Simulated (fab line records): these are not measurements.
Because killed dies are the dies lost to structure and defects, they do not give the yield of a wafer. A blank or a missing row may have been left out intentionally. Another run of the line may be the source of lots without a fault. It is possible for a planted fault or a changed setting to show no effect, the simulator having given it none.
Which tool was responsible? | flow nand_harc | 11 lots, 33 wafers sampled, at 5 steps of a route of 1159

## WHAT THE GAUGES READ, wafer by wafer
NHARC_END_SORT_01.
lot  | measured     | on        | killed_at_array | killed_at_other | killed_at_periphery | killed_dies | killed_open | killed_short
L204 | day 22 01:23 | prober-02 | 24 440 23       | 3 2 5           | 4 2 4               | 31 444 32   | 2 7 3       | 0 1 5

## TOOL THAT RAN EACH LOT (tool first, then ch and the chambers of the sampled wafers, then the start)
lot  | NHARC_A_STAIRCASE_ETCH_27                     | NHARC_A_STAIRCASE_TRIM_200                    | NHARC_A_STAIRCASE_ETCH_201         | NHARC_A_STAIRCASE_TRIM_202
L191 | rie_diel-04 ch 0,1,3, day 11 01:49 or earlier | rie_diel-09 ch 1,2, day 11 01:49 or earlier   | rie_diel-09 ch 2,3, day 11 01:49   | rie_diel-09 ch 1,3, no start
L193 | rie_diel-11 ch 0,2,3, day 11 01:49 or earlier | rie_diel-11 ch 0,3, day 11 01:49 or earlier   | rie_diel-11 ch 0,1, day 11 01:49   | rie_diel-11 ch 1,2,3, no start
L192 | rie_diel-09 ch 0,2, day 11 12:51 or earlier   | rie_diel-09 ch 0,1,3, day 11 12:51 or earlier | rie_diel-09 ch 1,2,3, day 11 12:51 | rie_diel-09 ch 0,2, no start
L195 | rie_diel-04 ch 2,3, day 11 21:46 or earlier   | rie_diel-11 ch 1,2,3, day 11 21:46 or earlier | rie_diel-11 ch 0,1,3, day 11 21:46 | rie_diel-11 ch 0,1, no start
L194 | rie_diel-11 ch 1,2,3, day 11 21:48 or earlier | rie_diel-04 ch 2,3, day 11 21:48 or earlier   | rie_diel-04 ch 0,2, day 11 21:48   | rie_diel-04 ch 1,3, no start
L201 | rie_diel-09 ch 1,2,3, day 13 07:38 or earlier | rie_diel-09 ch 1,2,3, day 13 07:38 or earlier | rie_diel-09 ch 1,2,3, day 13 07:38 | rie_diel-09 ch 0,1,3, no start
L204 | rie_diel-04 ch 0,1,3, day 14 01:14 or earlier | rie_diel-04 ch 0,1,3, day 14 01:14 or earlier | rie_diel-04 ch 0,2,3, day 14 01:14 | rie_diel-04 ch 0,2,3, day 22 01:23 or earlier
L207 | rie_diel-11 ch 0,2,3, day 14 23:02 or earlier | rie_diel-09 ch 1,2, day 14 23:02 or earlier   | rie_diel-09 ch 1,2,3, day 14 23:02 | rie_diel-09 ch 0,1,2, no start
L210 | rie_diel-11 ch 0,2,3, day 16 01:21 or earlier | rie_diel-09 ch 1,2,3, day 16 01:21 or earlier | rie_diel-09 ch 1,3, day 16 01:21   | rie_diel-09 ch 1,2,3, no start
L213 | rie_diel-04 ch 0,3, day 16 08:08 or earlier   | rie_diel-04 ch 0,1,2, day 16 08:08            | rie_diel-09 ch 1,2, day 16 08:18   | rie_diel-09 ch 0,1,2, no start
L214 | rie_diel-04 ch 0,1,2, day 16 11:46 or earlier | rie_diel-09 ch 0,2,3, day 16 11:46 or earlier | rie_diel-09 ch 1,2,3, day 16 11:46 | rie_diel-09 ch 0,2,3, no start
- NHARC_A_STAIRCASE_ETCH_27: etches the open film in C4F8/O2, target depth 100 nm, time 40.5 s.
- NHARC_A_STAIRCASE_TRIM_200: chemistry O2, time 211.2 s.
- NHARC_A_STAIRCASE_ETCH_201: etches the open film in C4F8/O2, target depth 100 nm, time 40.5 s.
- NHARC_A_STAIRCASE_TRIM_202: chemistry O2, time 211.2 s.

## WHAT THE TOOLS THEMSELVES READ (means of the sampled wafers that have a number; where no wafer has one, the mark that the record gives instead)
NHARC_A_STAIRCASE_ETCH_27.
lot  | tool        | chamber_pressure_mTorr (mTorr) | oes_product_au (a.u.) | rf_vpp_V (V)
L191 | rie_diel-04 | 25.000                         | 0.947                 | 900
L193 | rie_diel-11 | 24.991                         | 0.941                 | 898
L192 | rie_diel-09 | 25.005                         | 0.935                 | 899
L195 | rie_diel-04 | 24.995                         | 0.960                 | 899
L194 | rie_diel-11 | 25.006                         | 0.940                 | 895
L201 | rie_diel-09 | 24.984                         | 0.936                 | 896
L204 | rie_diel-04 | 25.013                         | 0.950                 | 899
L207 | rie_diel-11 | 25.003                         | 0.941                 | 897
L210 | rie_diel-11 | 24.996                         | 0.941                 | 896
L213 | rie_diel-04 | 25.003                         | 0.949                 | 898
L214 | rie_diel-04 | 25.014                         | 0.956                 | 900

NHARC_A_STAIRCASE_TRIM_200.
lot  | tool        | chamber_pressure_mTorr (mTorr) | drypump_motor_current_A (A) | oes_product_au (a.u.) | rf_vpp_V (V) | showerhead_plenum_p_Torr (Torr) | throttle_valve_pct (%)
L191 | rie_diel-09 | 60.02                          | 6.3                         | 1.010                 | 58.9         | 3.66                            | 17.034
L193 | rie_diel-11 | 60.01                          | 5.7                         | 0.993                 | 57.9         | 3.52                            | 17.038
L192 | rie_diel-09 | 60.02                          | 6.0                         | 1.008                 | 57.9         | 3.60                            | 17.036
L195 | rie_diel-11 | 59.96                          | 5.5                         | 1.009                 | 57.3         | 3.50                            | 17.040
L194 | rie_diel-04 | 60.03                          | 5.9                         | 1.016                 | 57.9         | 3.57                            | 17.037
L201 | rie_diel-09 | 59.97                          | 5.9                         | 0.996                 | 57.1         | 3.55                            | 17.038
L204 | rie_diel-04 | 60.05                          | 5.7                         | 1.007                 | 57.5         | 3.61                            | 17.033
L207 | rie_diel-09 | 59.97                          | 5.9                         | 0.992                 | 58.2         | 3.59                            | 17.043
L210 | rie_diel-09 | 60.02                          | 5.9                         | 0.992                 | 57.8         | 3.54                            | 17.035
L213 | rie_diel-04 | 59.99                          | 5.5                         | 1.010                 | 58.6         | 3.65                            | 17.029
L214 | rie_diel-09 | 59.98                          | 5.5                         | 1.003                 | 58.2         | 3.54                            | 17.035

NHARC_A_STAIRCASE_ETCH_201.
lot  | tool        | chamber_pressure_mTorr (mTorr) | oes_product_au (a.u.) | rf_vpp_V (V)
L191 | rie_diel-09 | 25.012                         | 0.939                 | 894
L193 | rie_diel-11 | 24.982                         | 0.949                 | 893
L192 | rie_diel-09 | 25.014                         | 0.951                 | 897
L195 | rie_diel-11 | 24.986                         | 0.935                 | 893
L194 | rie_diel-04 | 24.991                         | 0.943                 | 901
L201 | rie_diel-09 | 24.994                         | 0.946                 | 898
L204 | rie_diel-04 | 25.001                         | 0.907                 | 899
L207 | rie_diel-09 | 24.995                         | 0.942                 | 897
L210 | rie_diel-09 | 25.012                         | 0.926                 | 898
L213 | rie_diel-09 | 25.030                         | 0.985                 | 900
L214 | rie_diel-09 | 25.000                         | 0.919                 | 896

NHARC_A_STAIRCASE_TRIM_202.
lot  | tool        | chamber_pressure_mTorr (mTorr) | drypump_motor_current_A (A) | oes_product_au (a.u.) | rf_vpp_V (V) | showerhead_plenum_p_Torr (Torr) | throttle_valve_pct (%)
L191 | rie_diel-09 | 60.07                          | 6.1                         | 0.996                 | 57.6         | 3.51                            | 17.032
L193 | rie_diel-11 | 59.97                          | 5.4                         | 1.000                 | 57.9         | 3.50                            | 17.033
L192 | rie_diel-09 | 60.04                          | 5.5                         | 0.997                 | 58.4         | 3.66                            | 17.049
L195 | rie_diel-11 | 59.95                          | 5.6                         | 1.005                 | 57.3         | 3.42                            | 17.036
L194 | rie_diel-04 | 59.99                          | 5.5                         | 1.003                 | 57.9         | 3.63                            | 17.039
L201 | rie_diel-09 | 60.01                          | 6.0                         | 1.006                 | 57.8         | 3.60                            | 17.033
L204 | rie_diel-04 | 60.00                          | 5.8                         | 1.004                 | 57.1         | 3.60                            | 17.037
L207 | rie_diel-09 | 60.01                          | 5.9                         | 0.987                 | 57.2         | 3.64                            | 17.034
L210 | rie_diel-09 | 59.97                          | 6.0                         | 1.003                 | 57.5         | 3.54                            | 17.037
L213 | rie_diel-09 | 60.02                          | 5.9                         | 1.004                 | 57.6         | 3.63                            | 17.040
L214 | rie_diel-09 | 60.09                          | 5.6                         | 0.997                 | 57.5         | 3.54                            | 17.041

## THE ANSWER, worked out from the rows above alone
Rule: the lots themselves supply what counts as usual. The widest of any qualifying gaps counts: lots, ordered by their means at a reading, are off when they make up no more than a third of the lots, leave a main group of 4 or more, and stand apart from it by 3 or more times the standard deviation of that group's means. The tables above print the reading to a certain number of digits; a main group whose means all agree to those digits is not used. Also off: a lot with no number at a reading for which 4 or more lots have one. Where the step has rows for the other lots, those lots are counted as sound. Order of review: gauges by route order, followed by the tools' own readings, for which a lot's mean as printed above is used. The first step at which some lot is off is used, and at that step the reading that is off furthest; a lot without a number counts as furthest.
Nothing can be told from this: no lot is off at any reading shown.

## WHAT HAD BEEN PUT IN BY THE SIMULATOR
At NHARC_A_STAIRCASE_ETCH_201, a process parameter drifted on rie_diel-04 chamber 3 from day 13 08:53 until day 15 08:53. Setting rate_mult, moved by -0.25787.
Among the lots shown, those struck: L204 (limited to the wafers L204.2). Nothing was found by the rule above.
